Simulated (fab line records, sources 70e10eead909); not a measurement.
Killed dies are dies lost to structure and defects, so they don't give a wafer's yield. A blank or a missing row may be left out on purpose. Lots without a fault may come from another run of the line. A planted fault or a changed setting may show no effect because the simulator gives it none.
Chamber matching | flow nand_harc | NHARC_A_M0_DESCUM_14 on rie_diel-10: 4 sister chambers
The step chemistry O2, time 3 s. 16 wafers are shown with their chamber, then 8 later ones without.

WAFERS WITH THEIR CHAMBER
wafer  | chamber | showerhead_plenum_p_Torr (Torr) | drypump_motor_current_A (A) | rf_vpp_V (V)
L074.1 | 1       | 1.85                            | 6.04                        | 56.1
L074.3 | 3       | 1.97                            | 5.60                        | 58.0
L074.5 | 1       | 1.85                            | 6.04                        | 57.3
L075.1 | 1       | 1.85                            | 6.04                        | 57.1
L075.2 | 0       | 1.94                            | 5.46                        | 59.3
L075.4 | 2       | 2.03                            | 6.14                        | 58.2
L076.1 | 0       | 1.94                            | 5.47                        | 57.0
L076.4 | 2       | 2.03                            | 6.14                        | 58.4
L076.5 | 2       | 2.03                            | 6.13                        | 57.6
L079.1 | 1       | 1.85                            | 6.03                        | 57.5
L079.2 | 3       | 1.97                            | 5.60                        | 58.3
L079.6 | 0       | 1.94                            | 5.47                        | 57.4
L078.3 | 3       | 1.97                            | 5.61                        | 58.2
L078.5 | 3       | 1.97                            | 5.60                        | 57.1
L078.6 | 0       | 1.94                            | 5.46                        | 57.5
L088.1 | 3       | 1.96                            | 5.60                        | 58.2

SIGNATURES (means of the wafers above)
reading                  | chamber 0 | chamber 1 | chamber 2 | chamber 3 | scatter within a chamber
showerhead_plenum_p_Torr | 1.9400    | 1.8500    | 2.0300    | 1.9680    | 0.00258
drypump_motor_current_A  | 5.4650    | 6.0375    | 6.1367    | 5.6020    | 0.00518
rf_vpp_V                 | 57.800    | 57.000    | 58.067    | 57.960    | 0.684
Rule: a wafer's distance from a chamber is the root of the sum, over the readings, of the square of ((its reading less the chamber's mean) divided by the reading's scatter). The wafer belongs to the nearest chamber; if the next one is less than 2 further off, it can't be placed. The scatter: the root of (the sum of the squares of (reading less its chamber's mean) over the shown wafers, divided by (wafers less chambers)).

WAFERS WITHOUT THEIR CHAMBER
wafer  | showerhead_plenum_p_Torr (Torr) | drypump_motor_current_A (A) | rf_vpp_V (V)
L088.5 | 2.03                            | 6.12                        | 57.4
L088.6 | 1.85                            | 6.01                        | 57.5
L089.1 | 1.93                            | 5.49                        | 57.7
L089.2 | 1.96                            | 5.60                        | 56.0
L089.6 | 1.93                            | 5.48                        | 57.3
L087.1 | 1.96                            | 5.59                        | 59.0
L087.5 | 1.93                            | 5.47                        | 58.2
L087.6 | 1.85                            | 6.04                        | 57.7

WHICH CHAMBER EACH WENT THROUGH
wafer  | from the rows above | in truth
L088.5 | 2                   | 2
L088.6 | 1                   | 1
L089.1 | 0                   | 0
L089.2 | 3                   | 3
L089.6 | 0                   | 0
L087.1 | 3                   | 3
L087.5 | 0                   | 0
L087.6 | 1                   | 1
Placed correctly: 8 of 8. Can't be placed from these rows: 0. Placed wrongly: 0.
